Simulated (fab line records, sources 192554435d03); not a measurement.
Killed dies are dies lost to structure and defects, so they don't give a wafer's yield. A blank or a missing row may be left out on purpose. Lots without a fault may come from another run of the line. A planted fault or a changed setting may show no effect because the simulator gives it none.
Chamber matching | flow n5_finfet | N5_BEOL_M12_ILD_DEP_00 on pecvd-02: 3 sister chambers
The step deposits SiOC from DEMS/O2, target thk 658.92 nm, time 130.7 s. 3 wafers are shown with their chamber, then 10 later ones without.

WAFERS WITH THEIR CHAMBER
wafer  | chamber | heater_power_w (W)
L077.2 | 0       | 452
L085.6 | 2       | 565
L088.5 | 1       | 444

WAFERS WITHOUT THEIR CHAMBER
wafer  | heater_power_w (W)
L088.6 | 504
L090.2 | 636
L090.4 | 661
L090.5 | 669
L096.1 | 693
L096.3 | 413
L096.6 | 685
L094.1 | 620
L094.2 | 509
L094.6 | 410

WHICH CHAMBER EACH WENT THROUGH
wafer  | from the rows above          | in truth
L088.6 | can't be placed: 0 or 1 or 2 | 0
L090.2 | can't be placed: 2 or 0 or 1 | 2
L090.4 | can't be placed: 2 or 0 or 1 | 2
L090.5 | can't be placed: 2 or 0 or 1 | 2
L096.1 | can't be placed: 2 or 0 or 1 | 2
L096.3 | can't be placed: 1 or 0 or 2 | 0
L096.6 | can't be placed: 2 or 0 or 1 | 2
L094.1 | can't be placed: 2 or 0 or 1 | 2
L094.2 | can't be placed: 2 or 0 or 1 | 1
L094.6 | can't be placed: 1 or 0 or 2 | 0
Placed correctly: 0 of 10. Can't be placed from these rows: 10 (the true chamber is among the candidates in 10). Placed wrongly: 0.
How it was worked out, from the rows above alone: a wafer's distance from a chamber is the root of the sum, over the readings, of the square of ((its reading less the chamber's mean) divided by the reading's scatter). The wafer belongs to the nearest chamber; if the next one is less than 2 further off, it can't be placed. A chamber's mean is the mean of its shown wafers. The scatter: with one shown wafer a chamber, the root of the mean of the squares of how far each hidden wafer lies from its nearest shown one.
